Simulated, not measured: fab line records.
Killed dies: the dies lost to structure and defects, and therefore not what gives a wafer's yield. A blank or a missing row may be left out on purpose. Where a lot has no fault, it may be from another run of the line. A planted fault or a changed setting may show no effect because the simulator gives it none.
Matching of chambers | flow n5Finfet | rieDiel-04 running N5_BEOL_M10_ETCH_62: 4 sister chambers
The step etches SOC in N2/H2, target depth 110 nm, overetch 22 nm, time 165 s. 4 wafers are shown with their chamber, then 7 later ones without.

## WAFERS PAIRED WITH THEIR CHAMBERS
wafer  | chamber | throttleValvePct (%)
L086.6 | 0       | 18.19
L087.2 | 3       | 17.18
L092.1 | 1       | 17.62
L092.2 | 2       | 17.90

## WAFERS WHOSE CHAMBER IS MISSING
wafer  | throttleValvePct (%)
L092.5 | 17.20
L095.2 | 17.63
L095.5 | 17.21
L095.6 | 17.91
L096.4 | 17.63
L096.5 | 17.62
L096.6 | 18.22

## WHICH CHAMBER EACH WENT THROUGH
wafer  | from the rows above | in truth
L092.5 | 3                   | 3
L095.2 | 1                   | 1
L095.5 | 3                   | 3
L095.6 | 2                   | 2
L096.4 | 1                   | 1
L096.5 | 1                   | 1
L096.6 | 0                   | 0
Placed correctly: 7 of 7. From these rows, 0 cannot be placed. Placed wrongly: 0.
How it was worked out, from the rows above alone: a wafer's distance from a chamber is the root of the sum, over the readings, of the square of ((its reading less the chamber's mean) divided by the reading's scatter). The wafer belongs to the nearest chamber; if the next one is less than 2 further off, it can't be placed. For every chamber, the mean is computed from those of its wafers that are shown. The scatter (one wafer shown for each chamber): square how far every hidden wafer sits from the nearest shown wafer, average those squares and take the square root.
